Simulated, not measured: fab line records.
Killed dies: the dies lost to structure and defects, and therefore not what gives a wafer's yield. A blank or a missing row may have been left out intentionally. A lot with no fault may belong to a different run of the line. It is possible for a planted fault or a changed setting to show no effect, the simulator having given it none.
fab line records ; flow n5_finfet
record lots=9; wafers=25; last_day=19
route steps=1938 shown BEOL_M1@829 BEOL_M2@859 BEOL_M4@1111
lots that met no fault: taken from a fault-free run of the same line
start_h: the number of hours between the record's first day and the start of the first shown wafer of the lot ; wait_h: time in hours since the lot's previous step ; " repeats the value in the row above ; L1.1+2: a single row standing in for several wafers ; - no value, or no start given ; * or withheld: withheld ; < > ~ a bound
route shown NAME@n: names a module that has steps shown in the file, with the first one's number in the route ; usual: mean/standard deviation of fault-free wafers ; same: alike in all rows ; chamber/n: place in a boat ; sites: per-site readings ; _std_site: their standard deviation ; _edge_site: outer sites' mean less inner sites' ; radius_mm: how far each site lies from the wafer's centre ; mask NAME#n: copy n ; behind: the most recent tool/chamber to have shaped the wafer ; hold: why the lot went on hold/how many hours it stayed there/how the hold came to an end ; device: the transistor (n, p or np) that didn't switch ; end of line: the same wafers' tests at the end of the route ; step lacking rows: just its recipe ; killed: dies lost to structure and defects at the first sort, not the wafer's yield ; map: the dies of a wafer, with x for killed, . for not killed, _ for no die there
set.NAME: the setting that was run; set.NAME@STEP: the one run at that earlier step ; model.NAME: the simulator's own value behind a step, which no gauge read
steps of the route over a sample of lots; a table a step, a row a wafer
services: when a tool's chamber went out of use (start_h, in hours from the record's first day, below 0 if earlier), for how many hours, and the reason
## steps
# step N5_BEOL_M1_ANNEAL_95
# recipe temp_c=400; time_s=240; ambient=vacuum
# usual heater_power_w=781/94
lot.wafer;tool;chamber;start_h;wait_h;heater_power_w
L220.4;pvd_sputter-01;-;145.89;0.0;870
L220.5;pvd_sputter-01;-;145.89;0.0;707
L220.6;pvd_sputter-01;-;145.89;0.0;766
L222.3;pvd_sputter-02;-;168.25;0.0;862
L222.5;pvd_sputter-02;-;168.25;0.0;704
L222.6;pvd_sputter-02;-;168.25;0.0;778
L223.3;pvd_sputter-03;-;169.94;0.0;713
L223.4;pvd_sputter-03;-;169.94;0.0;1011
L223.6;pvd_sputter-03;-;169.94;0.0;688
L224.2;pvd_sputter-02;-;172.62;0.0;715
L224.5;pvd_sputter-02;-;172.62;0.0;712
L224.6;pvd_sputter-02;-;172.62;0.0;755
L228.1;pvd_sputter-03;-;204.62;0.0;626
L228.2;pvd_sputter-03;-;204.62;0.0;703
L229.2;pvd_sputter-02;-;213.58;0.0;711
L229.4;pvd_sputter-02;-;213.58;0.0;748
L235.3;pvd_sputter-02;-;250.18;0.0;797
L235.4;pvd_sputter-02;-;250.18;0.0;753
L235.5;pvd_sputter-02;-;250.18;0.0;693
L234.2;pvd_sputter-03;-;275.37;0.0;1010
L234.4;pvd_sputter-03;-;275.37;0.0;632
L234.6;pvd_sputter-03;-;275.37;0.0;1000
L240.1;pvd_sputter-03;-;283.80;0.0;685
L240.4;pvd_sputter-03;-;283.80;0.0;631
L240.6;pvd_sputter-03;-;283.80;0.0;687
# step N5_BEOL_M1_RS_MEAS_58
# recipe thk_meas_gauge=four-point-probe; reads=Co_of_BEOL_M1_CO_CAP_55+Cu_of_BEOL_M1_ECD_50+Co_of_BEOL_M1_CVD_47+TaN_of_BEOL_M1_ALD_84
# usual M1_RS=0.667/0.03
lot.wafer;tool;chamber;start_h;wait_h;M1_RS[ohm/sq]
L220.4;film_metro-02;-;147.08;0.0;0.684
L220.5;film_metro-02;-;147.08;0.0;0.704
L220.6;film_metro-02;-;147.08;0.0;0.686
L222.3;film_metro-01;-;169.45;0.1;0.660
L222.5;film_metro-01;-;169.45;0.1;0.603
L222.6;film_metro-01;-;169.45;0.1;0.624
L223.3;film_metro-02;-;171.17;0.1;0.634
L223.4;film_metro-02;-;171.17;0.1;0.665
L223.6;film_metro-02;-;171.17;0.1;0.647
L224.2;film_metro-02;-;173.80;0.1;0.639
L224.5;film_metro-02;-;173.80;0.1;0.625
L224.6;film_metro-02;-;173.80;0.1;0.620
L228.1;film_metro-02;-;205.81;0.0;0.681
L228.2;film_metro-02;-;205.81;0.0;0.696
L229.2;film_metro-02;-;214.86;0.1;0.737
L229.4;film_metro-02;-;214.86;0.1;0.677
L235.3;film_metro-02;-;251.40;0.1;0.681
L235.4;film_metro-02;-;251.40;0.1;0.661
L235.5;film_metro-02;-;251.40;0.1;0.653
L234.2;film_metro-02;-;276.55;0.1;0.759
L234.4;film_metro-02;-;276.55;0.1;0.673
L234.6;film_metro-02;-;276.55;0.1;0.686
L240.1;film_metro-01;-;285.03;0.1;0.648
L240.4;film_metro-01;-;285.03;0.1;0.640
L240.6;film_metro-01;-;285.03;0.1;0.638
# step N5_BEOL_M2_ETCH_63
# recipe chemistry=CF4; target=SiARC; target_depth_a=156; mask_material=CAR-EUV; time_s=26; ion_energy_ev=80; pressure_mtorr=40; source_w=545; bias_w=36; Ar_flow_sccm=100; cf4_flow_sccm=100; ends=cleared
# usual bias_w=35.99/0.11; cf4_flow_sccm=100.0/0.31; chamber_pressure_mTorr=40.00/0.037; drypump_motor_current_A=5.49/0.22; etch_rf_on_time_s=26.0/0.38; oes_product_au=0.66/0.056; rf_vpp_V=183.8/1.2; showerhead_plenum_p_Torr=2.13/0.064; throttle_valve_pct=15.57/0.24
lot.wafer;tool;chamber;start_h;wait_h;bias_w;cf4_flow_sccm;chamber_pressure_mTorr;drypump_motor_current_A;etch_rf_on_time_s;oes_product_au;rf_hours_counter_h;rf_vpp_V;showerhead_plenum_p_Torr;throttle_valve_pct
L220.4;rie_diel-03;2;149.08;0.0;36.00;100.2;39.98;5.62;25.9;0.65;135;183.1;1.99;15.68
L220.5;rie_diel-03;3;149.08;0.0;35.97;99.9;40.03;5.29;25.8;0.75;-;184.7;2.18;15.75
L220.6;rie_diel-03;0;149.08;0.0;36.09;100.2;40.05;5.48;26.1;0.63;-;184.7;2.14;15.62
L222.3;rie_diel-06;1;171.30;0.0;36.00;100.3;40.06;5.87;25.9;0.69;83;184.7;2.17;15.21
L222.5;rie_diel-06;2;171.30;0.0;35.91;100.1;40.02;5.27;25.7;0.62;-;184.7;2.13;15.44
L222.6;rie_diel-06;1;171.30;0.0;35.95;100.1;39.99;5.86;25.7;0.68;-;183.8;2.17;15.21
L223.3;rie_diel-06;1;173.63;0.0;36.11;100.1;39.95;5.85;25.6;0.69;84;185.3;2.17;15.21
L223.4;rie_diel-06;3;173.63;0.0;35.86;99.6;40.01;5.30;25.8;0.68;125;183.5;2.15;15.70
L223.6;rie_diel-06;2;173.63;0.0;35.93;100.0;40.02;5.27;25.5;0.62;-;184.3;2.13;15.46
L224.2;rie_diel-06;3;176.26;0.0;36.02;99.8;40.05;5.31;38.3;0.56;126;184.4;2.15;15.68
L224.5;rie_diel-06;0;176.26;0.0;36.02;100.2;40.00;5.52;26.2;0.63;-;183.3;2.05;15.79
L224.6;rie_diel-06;1;176.26;0.0;36.28;100.3;39.98;5.84;25.5;0.69;-;182.9;2.17;15.22
L228.1;rie_diel-06;0;207.55;0.0;36.00;99.7;39.97;5.53;26.0;0.63;190;183.5;2.04;15.81
L228.2;rie_diel-06;3;207.55;0.0;36.05;99.8;40.05;5.30;38.2;0.55;137;184.1;2.15;15.70
L229.2;rie_diel-06;0;217.82;0.0;35.91;99.9;40.02;5.55;40.2;0.50;193;181.7;2.04;15.81
L229.4;rie_diel-06;3;217.82;0.0;35.98;100.2;40.03;5.33;38.9;0.53;140;182.3;2.15;15.71
L235.3;rie_diel-05;1;252.22;0.0;35.92;100.7;39.97;5.56;25.3;0.79;22;184.2;2.18;15.46
L235.4;rie_diel-05;2;252.22;0.0;36.21;100.3;39.94;5.91;27.0;0.59;223;182.3;2.12;15.58
L235.5;rie_diel-05;1;252.22;0.0;35.75;100.8;40.01;5.55;25.2;0.78;-;184.5;2.18;15.45
L234.2;rie_diel-06;0;278.44;0.0;36.07;99.8;39.99;5.54;26.6;0.61;216;183.5;2.03;15.87
L234.4;rie_diel-06;2;278.44;0.0;35.83;99.4;40.01;5.28;26.3;0.59;226;183.7;2.12;15.51
L234.6;rie_diel-06;3;278.44;0.0;35.99;100.1;39.97;5.31;26.3;0.64;-;184.3;2.14;15.77
L240.1;rie_diel-06;0;287.33;0.0;36.03;100.2;40.00;5.52;26.1;0.61;220;183.3;2.03;15.85
L240.4;rie_diel-06;3;287.33;0.0;36.06;100.1;40.02;5.28;25.9;0.65;-;184.2;2.14;15.76
L240.6;rie_diel-06;0;287.33;0.0;36.15;100.1;40.03;5.51;26.3;0.61;-;183.3;2.03;15.85
# step N5_BEOL_M2_ETCH_64
# recipe chemistry=N2/H2; target=SOC; target_depth_a=750; overetch_a=225; mask_material=SiARC; temp_c=40; time_s=121.9; ion_energy_ev=200; pressure_mtorr=30; source_w=840; bias_w=150; n2_flow_sccm=200; h2_flow_sccm=200
# usual bias_w=150.1/0.41; chamber_pressure_mTorr=30.003/0.029; drypump_motor_current_A=5.49/0.22; oes_product_au=0.59/0.047; rf_vpp_V=523.4/2.3; showerhead_plenum_p_Torr=2.52/0.081; throttle_valve_pct=17.76/0.22
lot.wafer;tool;chamber;start_h;wait_h;bias_w;chamber_pressure_mTorr;drypump_motor_current_A;oes_product_au;rf_hours_counter_h;rf_vpp_V;showerhead_plenum_p_Torr;throttle_valve_pct
L220.4;rie_diel-03;2;149.11;0.0;150.5;30.057;5.61;0.58;135;518.2;2.34;17.79
L220.5;rie_diel-03;3;149.11;0.0;149.1;29.968;5.27;0.67;-;525.5;2.58;17.94
L220.6;rie_diel-03;0;149.11;0.0;150.1;29.980;5.50;0.57;-;524.5;2.55;17.73
L222.3;rie_diel-06;1;171.33;0.0;150.1;30.036;5.88;0.61;83;524.8;2.57;17.46
L222.5;rie_diel-06;2;171.33;0.0;150.4;30.020;5.27;0.55;-;523.9;2.53;17.60
L222.6;rie_diel-06;1;171.33;0.0;150.2;29.981;5.88;0.61;-;524.3;2.57;17.46
L223.3;rie_diel-06;1;173.66;0.0;150.0;30.035;5.88;0.61;84;524.3;2.57;17.47
L223.4;rie_diel-06;3;173.66;0.0;150.5;30.086;5.30;0.61;125;524.5;2.56;17.96
L223.6;rie_diel-06;2;173.66;0.0;150.2;29.990;5.27;0.55;-;523.9;2.53;17.61
L224.2;rie_diel-06;3;176.28;0.0;150.0;30.030;5.33;0.60;126;522.7;2.56;17.96
L224.5;rie_diel-06;0;176.28;0.0;150.5;29.968;5.52;0.57;-;521.8;2.42;17.97
L224.6;rie_diel-06;1;176.28;0.0;150.1;29.974;5.87;0.61;-;523.3;2.57;17.48
L228.1;rie_diel-06;0;207.58;0.0;150.4;29.976;5.56;0.56;190;519.8;2.41;17.98
L228.2;rie_diel-06;3;207.58;0.0;150.2;30.002;5.33;0.60;137;525.2;2.55;18.00
L229.2;rie_diel-06;0;217.84;0.0;150.8;30.040;5.54;0.56;193;520.2;2.41;17.98
L229.4;rie_diel-06;3;217.84;0.0;150.6;29.973;5.34;0.60;140;522.7;2.55;18.01
L235.3;rie_diel-05;1;252.24;0.0;150.3;30.048;5.55;0.69;22;526.6;2.60;17.79
L235.4;rie_diel-05;2;252.24;0.0;150.2;29.970;5.94;0.54;223;523.2;2.51;17.68
L235.5;rie_diel-05;1;252.24;0.0;150.6;30.035;5.58;0.68;-;526.0;2.60;17.77
L234.2;rie_diel-06;0;278.47;0.0;149.9;29.992;5.54;0.55;216;520.4;2.40;18.00
L234.4;rie_diel-06;2;278.47;0.0;149.9;30.019;5.28;0.53;226;522.0;2.51;17.67
L234.6;rie_diel-06;3;278.47;0.0;150.5;30.035;5.34;0.58;-;524.2;2.54;18.04
L240.1;rie_diel-06;0;287.36;0.0;150.5;29.956;5.54;0.55;220;520.4;2.40;18.02
L240.4;rie_diel-06;3;287.36;0.0;150.1;29.993;5.33;0.58;-;524.3;2.54;18.04
L240.6;rie_diel-06;0;287.36;0.0;150.3;30.013;5.54;0.54;-;521.3;2.40;18.01
# step N5_BEOL_M4_RC_MEAS_101
# usual DIBL_N=36.3/1.2; DIBL_P=36.3/1.4; IOFF_N=0.160/0.02; IOFF_P=0.210/0.025; ION_N=675/9.5; ION_P=462/7; SS_N=71.5/0.53; SS_P=73.4/0.55; VT_N=249.5/2.6; VT_P=-250.1/2.9
lot.wafer;tool;chamber;start_h;wait_h;DIBL_N[mV/V];DIBL_P[mV/V];IOFF_N[nA/um];IOFF_P[nA/um];ION_N[uA/um];ION_P[uA/um];SS_N[mV/dec];SS_P[mV/dec];VT_N[mV];VT_P[mV]
L220.4;prober-01;0;210.98;0.5;35.4;37.2;0.147;0.184;676;449;71.5;72.9;252.4;-253.0
L220.5;prober-01;0;210.98;0.5;35.3;36.7;0.145;0.182;670;456;71.5;73.2;252.5;-253.3
L220.6;prober-01;0;210.98;0.5;35.5;36.8;0.142;0.176;670;454;72.1;73.9;255.6;-251.6
L222.3;prober-02;0;218.33;0.3;36.7;37.4;0.178;0.258;679;466;71.6;74.1;245.1;-243.4
L222.5;prober-02;0;218.33;0.3;36.0;36.1;0.155;0.236;667;460;71.6;73.8;250.2;-246.4
L222.6;prober-02;0;218.33;0.3;35.7;35.6;0.147;0.217;668;460;71.5;73.6;247.7;-246.2
L224.2;prober-02;0;220.98;0.2;35.0;36.0;0.131;0.170;653;447;71.3;72.8;253.0;-252.7
L224.5;prober-02;0;220.98;0.2;36.5;37.3;0.165;0.196;668;458;72.1;74.0;248.6;-252.3
L224.6;prober-02;0;220.98;0.2;34.5;36.1;0.131;0.177;650;446;71.4;74.1;252.1;-253.2
L223.3;prober-01;0;221.34;0.3;37.9;36.3;0.179;0.211;692;467;71.9;73.8;249.8;-250.3
L223.4;prober-01;0;221.34;0.3;37.2;37.1;0.172;0.231;684;469;71.8;73.4;250.0;-247.6
L223.6;prober-01;0;221.34;0.3;36.4;35.5;0.152;0.203;677;462;72.2;73.8;251.3;-250.0
L228.1;prober-02;0;282.97;0.0;35.2;34.7;0.131;0.185;658;450;71.7;73.8;254.0;-251.0
L228.2;prober-02;0;282.97;0.0;35.2;36.1;0.147;0.210;684;468;70.9;73.9;251.6;-248.5
L229.2;prober-02;0;287.95;0.2;36.9;36.0;0.189;0.241;691;476;72.0;73.2;243.7;-246.1
L229.4;prober-02;0;287.95;0.2;36.4;36.5;0.184;0.248;687;469;71.9;73.6;244.9;-246.3
L235.3;prober-02;0;338.46;0.3;36.9;37.5;0.162;0.215;668;463;71.9;73.5;250.5;-248.9
L235.4;prober-02;0;338.46;0.3;39.5;40.0;0.206;0.265;685;464;71.7;74.6;248.3;-246.1
L235.5;prober-02;0;338.46;0.3;38.2;38.9;0.186;0.236;674;457;71.6;74.7;249.9;-248.1
L234.2;prober-02;0;341.08;0.2;37.2;34.9;0.162;0.192;673;456;71.7;73.2;248.4;-251.6
L234.4;prober-02;0;341.08;0.2;35.2;33.0;0.126;0.172;674;459;71.4;73.3;256.2;-251.6
L234.6;prober-02;0;341.08;0.2;37.3;35.3;0.164;0.212;678;460;71.6;73.9;250.0;-249.3
L240.1;prober-01;0;356.00;0.0;33.8;35.9;0.157;0.187;675;459;70.8;73.3;248.4;-252.7
L240.4;prober-01;0;356.00;0.0;35.6;36.3;0.190;0.194;668;452;71.2;73.7;248.9;-254.3
L240.6;prober-01;0;356.00;0.0;36.2;37.2;0.183;0.204;668;452;71.7;74.0;250.5;-252.4
## services
tool;chamber;start_h;hours;kind
rie_diel-05;1;166.89;-;clean
rie_diel-05;1;166.89;-;consumable_replace:focus_ring
rie_diel-05;2;191.71;1.3;repair
rie_diel-06;2;285.04;20.5;repair
## key
first_sign step=N5_BEOL_M2_ETCH_63; reading=etch_rf_on_time_s; direction=up; sigmas=34; usual=*; struck=*
effect step=N5_BEOL_M2_ETCH_63; reading=oes_product_au; direction=down; sigmas=2.3; usual=0.66; struck=0.54
met_at N5_BEOL_M2_ETCH_63
struck_lots L224,L228,L229
struck_wafers L224.2,L228.2,L229.2,L229.4
not_acting_at N5_BEOL_M1_ANNEAL_95,N5_BEOL_M1_RS_MEAS_58,N5_BEOL_M2_ETCH_64
onset_between 173.63 176.26
fault kind=process_parameter_drift; tool=rie_diel-06; chamber=-; onset_h=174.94; steps=N5_BEOL_M2_ETCH_63; channel=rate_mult; offset=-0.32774; shape=step; end_h=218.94; scope=struck_wafers_only
